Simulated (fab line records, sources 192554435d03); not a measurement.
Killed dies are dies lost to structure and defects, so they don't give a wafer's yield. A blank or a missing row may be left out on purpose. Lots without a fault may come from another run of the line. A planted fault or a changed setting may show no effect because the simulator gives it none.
A struck lot beside a sound one | flow n5_finfet | 14 steps out of a route of 1938
Sound: wafers L769.1, L769.2, L769.3. Struck: wafer L761.2. (L761.1 of the same lot was not struck and is left out.) The cause comes at the end.
At each step with rows: each side's tool, then ch and its chambers, then its first start. Under that, the readings that differ: sound wafers | struck wafers | difference of the means | sigmas: that difference in standard deviations of wafers without a fault.
alike: readings whose means differ by less than 2 such deviations, and words and numbers that are the same on both sides. not compared: withheld readings, readings that some wafer has no value for, bounds like >300 that may hide the same value, and numbers for which the record gives no deviation and whose values overlap.
The two part at a step that has a row with sigmas, a row that says differs or no value, or rows on one side only. Numbers that don't overlap but have no deviation are shown without sigmas and don't part them. A reading that every wafer of one side lacks parts them only if that side has two wafers or more.

first, 3 steps without rows for these wafers: N5_SD_EPI_P_PRECLEAN_32 (cleans in dHF, time 10 s); N5_SD_EPI_P_PRECLEAN_33 (cleans in SC2, time 45 s); N5_SD_EPI_P_SRD_25 (time 30 s).
N5_SD_EPI_P_INSPECT_26: inspects for defects (darkfield).
  sound on defect_inspect-01, day 8 20:38; struck on defect_inspect-02, day 6 16:55
  alike: raw_defect_count
N5_SD_ACTIVATION_RTA_00: time 0 s.
  sound on rtp_anneal-02 ch 0, day 8 20:39; struck on rtp_anneal-02 ch 0, day 6 16:56
  alike: lamp_power_pct, lamp_zone_7_pct, wafer_temp_C_max
N5_SD_ACTIVATION_LSA_01: time 0.0008 s.
  sound on laser_anneal-02 ch 0, day 8 20:52; struck on laser_anneal-02 ch 0, day 6 17:08
  alike: wafer_temp_C_max
N5_SD_ACTIVATION_INSPECT_02: inspects for defects (darkfield).
  sound on defect_inspect-01, day 8 21:23; struck on defect_inspect-01, day 6 17:40
  alike: raw_defect_count
N5_ILD0_LINER_00: material SiNx, target thk 4 nm, pulse time 1 s, purge time 2 s.
  sound on ald_sin-02 ch 1,2,3, day 8 21:25; struck on ald_sin-04 ch 2, day 6 17:42
  reading            | sound       | struck | difference | sigmas
  heater_power_w (W) | 917 897 770 | 760    | -101       | -2
  alike: precursor_pulse_height_rel
then, 2 steps without rows for these wafers: N5_ILD0_FCVD_FILL_01 (material SiO2 flowable, target thk 200 nm, time 328.3 s); N5_ILD0_CURE_02 (time 1800 s).
N5_ILD0_CMP_03: polishes, stops on SiNx, t overpolish 1.9 s, target thk 197.38 nm.
  sound on cmp-04 ch 1,2,3, day 9 00:11; struck on cmp-02 ch 0, day 6 20:40
  reading                                        | sound        | struck | difference | sigmas
  time_to_endpoint_s (s)                         | 65 63 62     | 144    | +81        | +16
  model.SiNx_of_DUMMY_GATE_HM_DEP_06.thk_nm (nm) | 76.4 76.4 76 | 78.2   | +1.9       |
  alike: motor_current_A, overpolish_run_s
N5_ILD0_THK_MEAS_04:
  sound on film_metro-01, day 9 00:27; struck on film_metro-02, day 6 20:58
  reading     | sound             | struck | difference | sigmas
  thk_nm (nm) | 196.5 197.1 195.6 | 201.3  | +4.9       | +4
N5_ILD0_CMP_07: polishes SiO2 flowable, stops on poly-Si, t overpolish 1.18 s, target thk 138.88 nm.
  sound on cmp-01 ch 0,1,2, day 9 00:29; struck on cmp-01 ch 1, day 6 20:59
  alike: motor_current_A
then, 1 step without rows for these wafers: N5_PASSIVATION_PROBE_49.

WHERE THEY PART
First at N5_ILD0_LINER_00; last, within this record, at N5_ILD0_THK_MEAS_04. Later steps at which nothing parts them and some readings are alike: N5_ILD0_CMP_07.

WHY: what the simulator had put in
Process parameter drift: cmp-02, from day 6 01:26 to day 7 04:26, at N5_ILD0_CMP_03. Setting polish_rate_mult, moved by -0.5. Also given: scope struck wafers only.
